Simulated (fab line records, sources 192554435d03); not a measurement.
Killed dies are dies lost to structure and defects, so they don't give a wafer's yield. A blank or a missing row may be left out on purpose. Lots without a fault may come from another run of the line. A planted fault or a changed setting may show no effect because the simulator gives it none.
Which tool did it? | flow n5_finfet | 6 lots, 14 wafers sampled, at 1 step of a route of 1938

WHAT THE GAUGES READ, wafer by wafer
N5_MOL_CONTACT_COAG_INSPECT_10: inspects for defects (brightfield).
lot  | measured    | on                | raw_defect_count
L533 | day 5 15:14 | defect_inspect-01 | 60 46
L535 | day 6 02:56 | defect_inspect-02 | 33 43
L538 | day 6 22:32 | defect_inspect-01 | 82 43 68
L541 | day 7 14:31 | defect_inspect-02 | 91 54
L545 | day 8 16:11 | defect_inspect-01 | 42 31 33
L548 | day 9 08:19 | defect_inspect-02 | 91 82

WHICH TOOL RAN EACH LOT (tool, then ch and the chambers of the sampled wafers, then the start)
The record holds no process step before these readings.

THE ANSWER, worked out from the rows above alone
Rule: what is usual is taken from the lots themselves. Put in order of their means at a reading, lots are off if they are a third of the lots or fewer, leave a main group of 4 or more, and stand apart from it by a gap of 3 or more times the standard deviation of the main group's means; of several such gaps the widest counts. A main group whose means are all the same, to the digits that the tables above print for the reading, isn't used. A lot without any number at a reading at which 4 lots or more have one is off too. The other lots that the step has rows for count as sound.
No lot is off at any reading shown: from this, nothing can be told.

WHAT THE SIMULATOR HAD PUT IN
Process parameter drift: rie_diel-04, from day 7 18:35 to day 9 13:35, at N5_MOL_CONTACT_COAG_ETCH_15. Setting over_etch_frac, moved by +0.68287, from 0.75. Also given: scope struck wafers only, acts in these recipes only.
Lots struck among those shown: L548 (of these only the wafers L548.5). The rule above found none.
